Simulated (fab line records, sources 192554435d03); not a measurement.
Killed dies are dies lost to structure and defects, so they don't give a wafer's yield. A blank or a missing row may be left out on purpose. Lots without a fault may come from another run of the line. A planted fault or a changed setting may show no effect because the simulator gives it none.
Chamber matching | flow n5_finfet | N5_GATE_CUT_ETCH_58 on rie_diel-01: 4 sister chambers
The step etches SiNx in CH3F/O2, target depth 17 nm, time 128.6 s. 16 wafers are shown with their chamber, then 8 later ones without.

WAFERS WITH THEIR CHAMBER
wafer  | chamber | showerhead_plenum_p_Torr (Torr) | drypump_motor_current_A (A) | oes_product_au (a.u.)
L075.1 | 1       | 1.99                            | 5.6                         | 0.73
L075.2 | 0       | 2.06                            | 5.3                         | 0.68
L075.4 | 2       | 2.08                            | 5.5                         | 0.72
L081.3 | 1       | 1.98                            | 5.6                         | 0.73
L081.5 | 1       | 1.98                            | 5.6                         | 0.72
L081.6 | 0       | 2.06                            | 5.3                         | 0.67
L083.2 | 3       | 2.07                            | 5.4                         | 0.72
L083.5 | 0       | 2.06                            | 5.3                         | 0.67
L083.6 | 3       | 2.07                            | 5.5                         | 0.72
L086.1 | 3       | 2.07                            | 5.5                         | 0.72
L086.2 | 1       | 1.98                            | 5.6                         | 0.72
L086.6 | 3       | 2.07                            | 5.5                         | 0.72
L088.1 | 0       | 2.05                            | 5.3                         | 0.67
L088.4 | 3       | 2.07                            | 5.5                         | 0.70
L088.5 | 0       | 2.05                            | 5.3                         | 0.67
L089.1 | 3       | 2.07                            | 5.5                         | 0.71

SIGNATURES (means of the wafers above)
reading                  | chamber 0 | chamber 1 | chamber 2 | chamber 3 | scatter within a chamber
showerhead_plenum_p_Torr | 2.0560    | 1.9825    | 2.0800    | 2.0700    | 0.00403
drypump_motor_current_A  | 5.300     | 5.600     | 5.500     | 5.483     | 0.0264
oes_product_au           | 0.6720    | 0.7250    | 0.7200    | 0.7150    | 0.00665
Rule: a wafer's distance from a chamber is the root of the sum, over the readings, of the square of ((its reading less the chamber's mean) divided by the reading's scatter). The wafer belongs to the nearest chamber; if the next one is less than 2 further off, it can't be placed. The scatter: the root of (the sum of the squares of (reading less its chamber's mean) over the shown wafers, divided by (wafers less chambers)).

WAFERS WITHOUT THEIR CHAMBER
wafer  | showerhead_plenum_p_Torr (Torr) | drypump_motor_current_A (A) | oes_product_au (a.u.)
L089.2 | 1.98                            | 5.6                         | 0.71
L089.6 | 2.07                            | 5.5                         | 0.71
L090.1 | 2.07                            | 5.5                         | 0.71
L090.3 | 1.98                            | 5.6                         | 0.71
L090.6 | 2.07                            | 5.5                         | 0.70
L097.3 | 2.07                            | 5.5                         | 0.69
L097.4 | 2.06                            | 5.5                         | 0.70
L097.5 | 2.07                            | 5.5                         | 0.69

WHICH CHAMBER EACH WENT THROUGH
wafer  | from the rows above     | in truth
L089.2 | 1                       | 1
L089.6 | can't be placed: 3 or 2 | 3
L090.1 | can't be placed: 3 or 2 | 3
L090.3 | 1                       | 1
L090.6 | can't be placed: 3 or 2 | 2
L097.3 | can't be placed: 3 or 2 | 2
L097.4 | 3                       | 3
L097.5 | can't be placed: 3 or 2 | 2
Placed correctly: 3 of 8. Can't be placed from these rows: 5 (the true chamber is among the candidates in 5). Placed wrongly: 0.
